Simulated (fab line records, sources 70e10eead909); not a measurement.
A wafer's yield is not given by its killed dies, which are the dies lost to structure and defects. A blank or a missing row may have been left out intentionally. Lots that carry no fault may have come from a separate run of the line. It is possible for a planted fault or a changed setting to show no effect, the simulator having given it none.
fab line records -- flow nandHarc
record lots=5, wafers=15, lastDay=34
route steps=1302 shown P_M1@305 P_M2@318
lots untouched by any fault: they come from a run of this same line in which no faults occurred
startH: start of the lot's first displayed wafer, in hours after the record's first day -- waitH: time in hours since the lot's previous step -- " repeats the value in the row above -- L1.1+2: a row that stands for several wafers -- - no value, or no start given -- * or withheld: withheld -- < > ~ a bound
route shown NAME@n: NAME is a module with steps in the file, n the number in the route of the first one -- usual: the fault-free wafers' mean and standard deviation -- same: alike in all rows -- chamber/n: place in a boat -- sites: each site's reading -- _std_site: how widely they spread, as a standard deviation -- _edge_site: the outer-site mean with the inner-site mean subtracted -- radiusMm: how far each site lies from the wafer's centre -- mask NAME#n: copy n -- behind: the last tool/chamber to shape the wafer -- hold: the reason the lot was held/the length of the hold in hours/how it ended -- device: names the non-switching transistor (n, p or np) -- end of line: at the end of the route, the tests of the same wafers -- step lacking rows: just its recipe -- killed: dies that structure and defects cost at the first sort, which is not the same as the wafer's yield -- map: dies across one wafer; x = killed, . = not, _ = none there
set.NAME: the run value of the setting; set.NAME@STEP: its run value at that earlier step -- model.NAME: the simulator's own value behind a step, which no gauge read
lots seen at some steps along the route; tables by step, rows by wafer
services: from which hour (startH, from the record's first day; less than 0 if before it) a tool's chamber was out of use, for how many hours, and why
## steps
# step NHARC_P_M1_DEGAS_29
# recipe tempC=250, timeS=60
# step NHARC_P_M1_PRE_CLEAN_30
# recipe timeS=30, tempC=280, gas=H2/He
# step NHARC_P_M1_PVD_20
# recipe targetThkA=50, biasV=168.6, powerW=15000, chamberPressurePa=0.12, timeS=8.06, substrateTempC=50, material=TaN
# usual throttleValvePct=29.3/1.1
lot.wafer,tool,chamber,startH,waitH,throttleValvePct
L278.2,pvdSputter-03,-,-,-,29.7
L278.1,pvdSputter-03,-,-,-,27.3
L278.6,pvdSputter-03,-,-,-,29.5
L279.4,pvdSputter-01,-,-,-,30.3
L279.1,pvdSputter-01,-,-,-,29.4
L279.6,pvdSputter-01,-,-,-,30.2
L282.3,pvdSputter-03,-,-,-,27.8
L282.4,pvdSputter-03,-,-,-,29.9
L282.5,pvdSputter-03,-,-,-,29.7
L292.2,pvdSputter-02,-,-,-,30.5
L292.3,pvdSputter-02,-,-,-,30.1
L292.5,pvdSputter-02,-,-,-,27.7
L299.2,pvdSputter-03,-,-,-,28.5
L299.1,pvdSputter-03,-,-,-,28.3
L299.5,pvdSputter-03,-,-,-,28.4
# step NHARC_P_M1_PVD_21
# recipe targetThkA=300, chamberPressurePa=5, powerW=5000, substrateTempC=30, timeS=20.49, material=Cu
# usual throttleValvePct=29.4/1.1
lot.wafer,tool,chamber,startH,waitH,throttleValvePct
L278.2,pvdSputter-03,-,-,-,27.6
L278.1,pvdSputter-03,-,-,-,30.0
L278.6,pvdSputter-03,-,-,-,28.1
L279.1,pvdSputter-01,-,-,-,30.4
L279.4,pvdSputter-01,-,-,-,29.6
L279.6,pvdSputter-01,-,-,-,29.0
L282.3,pvdSputter-03,-,-,-,30.2
L282.4,pvdSputter-03,-,-,-,27.8
L282.5,pvdSputter-03,-,-,-,28.0
L292.3,pvdSputter-02,-,-,-,30.4
L292.2,pvdSputter-02,-,-,-,27.8
L292.5,pvdSputter-02,-,-,-,30.3
L299.1,pvdSputter-03,-,-,-,27.9
L299.2,pvdSputter-03,-,-,-,27.8
L299.5,pvdSputter-03,-,-,-,28.6
# step NHARC_P_M1_ECD_22
# recipe targetThkA=4000, bathTempC=25, material=Cu
# step NHARC_P_M1_ANNEAL_31
# recipe tempC=225, timeS=90
# usual annealTempC=225.00/0.18, wafer_temp_C_max=226.00/0.26
lot.wafer,tool,chamber,startH,waitH,annealTempC,wafer_temp_C_max
L278.1,rtpAnneal-02,0,140.95,-,224.94,226.00
L278.2,rtpAnneal-02,0,140.95,-,224.99,226.01
L278.6,rtpAnneal-02,0,140.95,-,224.81,226.22
L279.1,rtpAnneal-01,0,142.84,-,225.21,225.95
L279.4,rtpAnneal-01,0,142.84,-,224.72,226.19
L279.6,rtpAnneal-01,0,142.84,-,225.07,226.82
L282.3,rtpAnneal-02,0,167.49,0.3,224.84,226.02
L282.4,rtpAnneal-02,0,167.49,0.3,224.99,225.79
L282.5,rtpAnneal-02,0,167.49,0.3,225.07,226.02
L292.2,rtpAnneal-01,0,271.24,-,224.54,226.18
L292.3,rtpAnneal-01,0,271.24,-,225.09,226.14
L292.5,rtpAnneal-01,0,271.24,-,224.84,225.71
L299.1,rtpAnneal-01,0,339.81,-,225.23,225.70
L299.2,rtpAnneal-01,0,339.81,-,224.90,225.49
L299.5,rtpAnneal-01,0,339.81,-,225.05,225.93
# step NHARC_P_M1_CMP_23
# recipe tOverpolishS=20, targetThkNm=157.82
# usual motorCurrentA=11.8/0.95, timeToEndpointS=29.1/2.4
lot.wafer,tool,chamber,startH,waitH,motorCurrentA,timeToEndpointS
L278.2,cmp-03,1,141.36,-,12.3,29.6
L278.1,cmp-03,2,141.36,-,10.1,31.9
L278.6,cmp-03,3,141.36,-,11.9,31.4
L279.1,cmp-02,1,143.18,-,12.4,23.9
L279.4,cmp-02,2,143.18,-,10.7,24.4
L279.6,cmp-02,1,143.18,-,12.4,26.4
L282.3,cmp-02,2,167.76,-,10.5,30.7
L282.4,cmp-02,0,167.76,-,11.9,31.9
L282.5,cmp-02,1,167.76,-,12.5,27.2
L292.2,cmp-02,2,271.56,-,10.4,27.2
L292.3,cmp-02,0,271.56,-,11.5,28.3
L292.5,cmp-02,1,271.56,-,12.6,25.6
L299.1,cmp-03,1,340.18,-,12.4,30.3
L299.2,cmp-03,3,340.18,-,11.9,31.2
L299.5,cmp-03,1,340.18,-,11.7,32.0
# step NHARC_P_M1_THK_MEAS_24
# recipe thkMeasGauge=xrf
# usual thkNm=158.1/1.4
lot.wafer,tool,chamber,startH,waitH,thkNm
L278.1,filmMetro-02,-,141.61,-,159.1
L278.2,filmMetro-02,-,141.61,-,158.3
L278.6,filmMetro-02,-,141.61,-,158.0
L279.1,filmMetro-02,-,143.50,-,156.5
L279.4,filmMetro-02,-,143.50,-,158.5
L279.6,filmMetro-02,-,143.50,-,157.4
L282.3,filmMetro-02,-,168.05,-,159.3
L282.4,filmMetro-02,-,168.05,-,160.1
L282.5,filmMetro-02,-,168.05,-,155.6
L292.2,filmMetro-01,-,271.85,-,157.8
L292.3,filmMetro-01,-,271.85,-,158.6
L292.5,filmMetro-01,-,271.85,-,158.8
L299.1,filmMetro-02,-,340.47,-,156.2
L299.2,filmMetro-02,-,340.47,-,158.8
L299.5,filmMetro-02,-,340.47,-,157.6
# step NHARC_P_M1_SRD_25
# step NHARC_P_M1_INSPECT_27
# usual rawDefectCount=299/110
lot.wafer,tool,chamber,startH,waitH,rawDefectCount
L278.1,defectInspect-02,-,141.77,0.0,126
L278.2,defectInspect-02,-,141.77,0.0,128
L278.6,defectInspect-02,-,141.77,0.0,156
L279.1,defectInspect-02,-,143.65,0.0,337
L279.4,defectInspect-02,-,143.65,0.0,463
L279.6,defectInspect-02,-,143.65,0.0,240
L282.3,defectInspect-01,-,168.22,0.0,251
L282.4,defectInspect-01,-,168.22,0.0,296
L282.5,defectInspect-01,-,168.22,0.0,254
L292.2,defectInspect-01,-,272.02,0.0,414
L292.3,defectInspect-01,-,272.02,0.0,639
L292.5,defectInspect-01,-,272.02,0.0,487
L299.1,defectInspect-02,-,340.63,0.0,316
L299.2,defectInspect-02,-,340.63,0.0,326
L299.5,defectInspect-02,-,340.63,0.0,459
# step NHARC_P_M1_PRE_CLEAN_32
# recipe timeS=12, tempC=370, rfPowerW=300, gas=NH3
# usual heaterPowerW=604/91
lot.wafer,tool,chamber,startH,waitH,heaterPowerW
L278.1,pecvd-03,0,141.84,0.1,464
L278.2,pecvd-03,1,141.84,0.1,683
L278.6,pecvd-03,0,141.84,0.1,478
L279.1,pecvd-01,1,143.72,0.1,704
L279.6,pecvd-01,1,143.72,0.1,708
L279.4,pecvd-01,0,143.72,0.1,693
L282.3,pecvd-01,2,168.31,0.1,545
L282.5,pecvd-01,1,168.31,0.1,701
L282.4,pecvd-01,0,168.31,0.1,701
L292.2,pecvd-03,2,272.08,0.1,503
L292.3,pecvd-03,1,272.08,0.1,741
L292.5,pecvd-03,0,272.08,0.1,483
L299.1,pecvd-03,0,340.71,0.1,481
L299.2,pecvd-03,1,340.71,0.1,643
L299.5,pecvd-03,1,340.71,0.1,650
# step NHARC_P_M1_DEP_33
# recipe targetThkA=300, tempC=370, targetThkNm=30, pressureTorr=3, flowSccm=200, rfW=450, material=SiCN
# usual heaterPowerW=554/87
lot.wafer,tool,chamber,startH,waitH,heaterPowerW
L278.1,pecvd-03,0,141.92,0.1,492
L278.2,pecvd-03,1,141.92,0.1,632
L278.6,pecvd-03,0,141.92,0.1,487
L279.1,pecvd-01,1,143.80,0.1,701
L279.6,pecvd-01,1,143.80,0.1,697
L279.4,pecvd-01,0,143.80,0.1,652
L282.3,pecvd-01,2,168.41,0.1,531
L282.5,pecvd-01,1,168.41,0.1,643
L282.4,pecvd-01,0,168.41,0.1,669
L292.2,pecvd-03,2,272.16,0.1,489
L292.3,pecvd-03,1,272.16,0.1,645
L292.5,pecvd-03,0,272.16,0.1,502
L299.1,pecvd-03,0,340.81,0.1,481
L299.2,pecvd-03,1,340.81,0.1,676
L299.5,pecvd-03,1,340.81,0.1,684
# step NHARC_P_M2_DEP_00
# recipe targetThkA=1825, targetThkNm=182.5, tempC=withheld, pressureTorr=5, flowSccm=200, rfW=600, material=SiOC
# step NHARC_P_M2_DEHYDRATE_01
# recipe tempC=150, timeS=120
# step NHARC_P_M2_HMDS_02
# recipe timeS=30
# step NHARC_P_M2_COAT_34
# recipe tempC=200, timeS=65
# step NHARC_P_M2_COAT_03
# recipe spinRpm=1500, resistThkNm=90
# step NHARC_P_M2_SOFTBAKE_04
# recipe tempC=105, timeS=55
# step NHARC_P_M2_EBR_05
# step NHARC_P_M2_EXPOSE_06
# recipe na=1.35, targetCdNm=170, doseMj=80.78, maskId=P_M2
# step NHARC_P_M2_PEB_07
# recipe pebTempC=100, pebTimeS=65
# step NHARC_P_M2_DEVELOP_08
# recipe developTimeS=35, devTempC=23
# step NHARC_P_M2_CD_MEAS_09
# recipe targetCdNm=170, landingEnergyEv=500
# usual cdNm=170.3/0.59
lot.wafer,tool,chamber,startH,waitH,cdNm
L278.1,cdSem-01,0,143.14,-,170.5
L278.2,cdSem-01,0,143.14,-,169.7
L278.6,cdSem-01,0,143.14,-,170.8
L279.1,cdSem-01,0,145.03,-,171.2
L279.4,cdSem-01,0,145.03,-,170.1
L279.6,cdSem-01,0,145.03,-,170.9
L282.3,cdSem-03,0,169.61,-,171.0
L282.4,cdSem-03,0,169.61,-,170.2
L282.5,cdSem-03,0,169.61,-,170.8
L292.2,cdSem-01,0,273.29,-,170.8
L292.3,cdSem-01,0,273.29,-,170.8
L292.5,cdSem-01,0,273.29,-,170.7
L299.1,cdSem-02,0,342.03,-,169.8
L299.2,cdSem-02,0,342.03,-,170.6
L299.5,cdSem-02,0,342.03,-,170.8
# step NHARC_P_M2_OVL_MEAS_10
# recipe pitchNm=340
# usual overlayXNm=-0.2/0.7, overlayYNm=0.0/0.9
lot.wafer,tool,chamber,startH,waitH,overlayXNm,overlayYNm
L278.1,overlay-01,-,143.23,-,-0.9,1.9
L278.2,overlay-01,-,143.23,-,-0.8,1.4
L278.6,overlay-01,-,143.23,-,-1.1,1.3
L279.1,overlay-01,-,145.12,-,-1.8,-1.6
L279.4,overlay-01,-,145.12,-,-1.9,-2.3
L279.6,overlay-01,-,145.12,-,-1.6,-2.2
L282.3,overlay-02,-,169.70,-,-0.7,1.0
L282.4,overlay-02,-,169.70,-,-0.2,1.6
L282.5,overlay-02,-,169.70,-,-0.5,1.3
L292.2,overlay-01,-,273.37,-,0.5,-0.4
L292.3,overlay-01,-,273.37,-,0.0,-1.1
L292.5,overlay-01,-,273.37,-,0.3,-0.7
L299.1,overlay-02,-,342.12,-,0.1,0.0
L299.2,overlay-02,-,342.12,-,0.2,-0.1
L299.5,overlay-02,-,342.12,-,0.5,0.3
# step NHARC_P_M2_INSPECT_11
# usual rawDefectCount=5/3.1
lot.wafer,tool,chamber,startH,waitH,rawDefectCount
L278.1,defectInspect-01,-,143.26,0.0,1
L278.2,defectInspect-01,-,143.26,0.0,3
L278.6,defectInspect-01,-,143.26,0.0,7
L279.1,defectInspect-02,-,145.15,0.0,2
L279.4,defectInspect-02,-,145.15,0.0,1
L279.6,defectInspect-02,-,145.15,0.0,1
L282.3,defectInspect-02,-,169.73,0.0,4
L282.4,defectInspect-02,-,169.73,0.0,3
L282.5,defectInspect-02,-,169.73,0.0,611
L292.2,defectInspect-01,-,273.41,0.0,13
L292.3,defectInspect-01,-,273.41,0.0,8
L292.5,defectInspect-01,-,273.41,0.0,12
L299.1,defectInspect-02,-,342.16,0.0,12
L299.2,defectInspect-02,-,342.16,0.0,8
L299.5,defectInspect-02,-,342.16,0.0,12
# step NHARC_P_M2_DESCUM_14
# recipe timeS=3, o2FlowSccm=200, arFlowSccm=0, biasPowerW=0, chemistry=O2
## services
tool,chamber,startH,hours,kind
cmp-03,-,121.59,2.5,repair
pecvd-01,-,130.15,13.0,pm
cmp-02,-,143.70,4.0,pm
pecvd-03,2,152.25,3.7,repair
cmp-03,-,162.00,4.0,pm
cmp-02,-,164.04,0.3,repair
pvdSputter-03,-,170.00,10.0,pm
cmp-02,-,180.32,0.3,repair
pecvd-03,-,185.14,13.0,pm
pecvd-01,-,205.53,1.5,repair
pvdSputter-01,-,226.05,10.0,pm
cmp-03,-,228.83,4.4,repair
cmp-02,-,241.70,4.0,pm
pvdSputter-02,-,249.50,0.5,repair
pecvd-03,-,251.32,0.9,repair
cmp-03,-,256.67,1.6,repair
cmp-03,-,260.00,4.0,pm
pvdSputter-02,-,282.01,10.0,pm
cmp-03,-,282.58,1.6,repair
pecvd-01,-,311.15,13.0,pm
pecvd-03,0,315.61,6.5,repair
pvdSputter-03,-,319.87,3.3,repair
pvdSputter-01,-,322.07,2.3,repair
cmp-02,-,339.70,4.0,pm
## key
firstSign step=NHARC_P_M2_INSPECT_11, reading=rawDefectCount, direction=up, sigmas=99+, usual=5, struck=611
effect none on later readings
metAt NHARC_P_M1_DEP_33
struckWafers L282.5
sortLeftOut L282.5
onsetBetween 143.80 168.41
fault kind=chamberParticleSource, tool=pecvd-01, chamber=1, onsetH=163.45, steps=NHARC_P_M1_DEP_33, ratePerVisitCm2=0.96394
# sortLeftOut: the simulated sort isn't trusted on such a fault, so these wafers' sort isn't shown, and their yield isn't known
